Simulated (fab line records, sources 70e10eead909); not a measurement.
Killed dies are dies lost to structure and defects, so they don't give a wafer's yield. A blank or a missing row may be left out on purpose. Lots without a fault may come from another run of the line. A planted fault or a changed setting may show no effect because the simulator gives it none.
Chamber matching | flow nand_harc | NHARC_A_STAIRCASE_DEP_471 on pecvd-01: 3 sister chambers
The step deposits SiO2, target thk 100 nm. 6 wafers are shown with their chamber, then 7 later ones without.

WAFERS WITH THEIR CHAMBER
wafer  | chamber | throttle_valve_pct (%) | heater_power_w (W)
L087.5 | 1       | 15.3                   | 670
L089.2 | 2       | 16.2                   | 612
L089.5 | 1       | 15.4                   | 660
L089.6 | 2       | 16.7                   | 606
L090.1 | 0       | 16.6                   | 586
L090.4 | 0       | 16.5                   | 571

WAFERS WITHOUT THEIR CHAMBER
wafer  | throttle_valve_pct (%) | heater_power_w (W)
L090.5 | 15.5                   | 630
L091.1 | 16.4                   | 544
L091.3 | 16.3                   | 552
L091.4 | 15.5                   | 555
L092.2 | 16.8                   | 447
L092.3 | 16.4                   | 617
L092.4 | 16.6                   | 610

WHICH CHAMBER EACH WENT THROUGH
wafer  | from the rows above     | in truth
L090.5 | can't be placed: 1 or 2 | 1
L091.1 | 0                       | 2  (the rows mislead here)
L091.3 | 0                       | 0
L091.4 | 0                       | 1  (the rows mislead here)
L092.2 | 0                       | 0
L092.3 | 2                       | 2
L092.4 | 2                       | 2
Placed correctly: 4 of 7. Can't be placed from these rows: 1 (the true chamber is among the candidates in 1). Placed wrongly: 2.
How it was worked out, from the rows above alone: a wafer's distance from a chamber is the root of the sum, over the readings, of the square of ((its reading less the chamber's mean) divided by the reading's scatter). The wafer belongs to the nearest chamber; if the next one is less than 2 further off, it can't be placed. A chamber's mean is the mean of its shown wafers. The scatter: the root of (the sum of the squares of (reading less its chamber's mean) over the shown wafers, divided by (wafers less chambers)).
